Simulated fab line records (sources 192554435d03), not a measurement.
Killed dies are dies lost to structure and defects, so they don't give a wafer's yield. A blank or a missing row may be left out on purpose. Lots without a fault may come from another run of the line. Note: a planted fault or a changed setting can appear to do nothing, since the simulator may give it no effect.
Chamber matching -- flow n5_finfet -- ald_metal-03 running N5_BEOL_M10_ALD_74: 4 sister chambers
The step deposits TaN, target thk 2 nm, pulse time 2 s, purge time 3 s. 4 wafers are shown with their chamber, then 10 later ones without.

== WAFERS WITH THEIR CHAMBER ==
wafer,chamber,heater_power_w (W)
L080.4,3,331
L086.2,2,478
L085.2,0,420
L085.3,1,477

== WAFERS WITHOUT THEIR CHAMBER ==
wafer,heater_power_w (W)
L085.5,492
L089.1,415
L089.3,494
L089.5,470
L087.3,471
L087.4,478
L087.5,460
L096.1,475
L096.3,418
L096.5,329

== WHICH CHAMBER EACH WENT THROUGH ==
wafer,from the rows above,in truth
L085.5,can't be placed: 2 or 1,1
L089.1,0,0
L089.3,can't be placed: 2 or 1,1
L089.5,can't be placed: 1 or 2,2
L087.3,can't be placed: 1 or 2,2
L087.4,can't be placed: 2 or 1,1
L087.5,can't be placed: 1 or 2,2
L096.1,can't be placed: 1 or 2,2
L096.3,0,0
L096.5,3,3
3 of 10 placed correctly. Can't be placed from these rows: 7 (the true chamber is among the candidates in 7). Number placed wrongly: 0.
How it was worked out, from the rows above alone: a wafer's distance from a chamber is the root of the sum, over the readings, of the square of ((its reading less the chamber's mean) divided by the reading's scatter). The wafer belongs to the nearest chamber; if the next one is less than 2 further off, it can't be placed. The mean given for a chamber averages the wafers shown for that chamber. The scatter: root of mean squared gap, hidden wafer to nearest shown wafer, with one shown wafer a chamber.
